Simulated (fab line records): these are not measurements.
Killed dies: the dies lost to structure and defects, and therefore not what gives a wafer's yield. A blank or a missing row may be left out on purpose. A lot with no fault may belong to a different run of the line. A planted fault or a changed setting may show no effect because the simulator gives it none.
Matching of chambers	flow n5 finfet	N5_MOL_CONTACT_COAG_ETCH_15 on rie diel-01: 3 sister chambers
The step etches SiNx in CH3F/O2, stops on Si:P, target depth 7 nm. 6 wafers are shown with their chamber, then 7 later ones without.

== EACH WAFER AND ITS CHAMBER ==
wafer	chamber	showerhead plenum p Torr (Torr)	throttle valve pct (%)
L081.6	2	1.969	16.78
L083.5	0	1.957	15.90
L083.6	3	1.991	16.53
L088.2	3	1.986	16.55
L088.4	0	1.954	15.90
L088.6	2	1.968	16.29

== WAFERS WITH NO CHAMBER GIVEN ==
wafer	showerhead plenum p Torr (Torr)	throttle valve pct (%)
L089.3	1.952	15.91
L090.1	1.953	15.92
L090.2	1.965	16.32
L090.6	1.985	16.54
L096.1	1.950	15.95
L096.2	1.980	16.61
L096.3	1.961	16.33

== WHICH CHAMBER EACH WENT THROUGH ==
wafer	from the rows above	in truth
L089.3	0	0
L090.1	0	0
L090.2	2	2
L090.6	3	3
L096.1	0	0
L096.2	can't be placed: 3 or 2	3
L096.3	can't be placed: 0 or 2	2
Correct placement for 5 of the 7. Cannot be placed on the basis of these rows: 2; the candidates contain the true chamber in 2. Number placed wrongly: 0.
How it was worked out, from the rows above alone: a wafer's distance from a chamber is the root of the sum, over the readings, of the square of ((its reading less the chamber's mean) divided by the reading's scatter). If the next closest chamber is less than 2 further off than the closest, the wafer can't be placed; otherwise it belongs to the closest. Each chamber's mean is taken over the wafers shown for it. How the scatter is found: for the shown wafers, subtract from each reading the mean of its chamber, square and add these, divide the total by (wafers less chambers), then take the root.
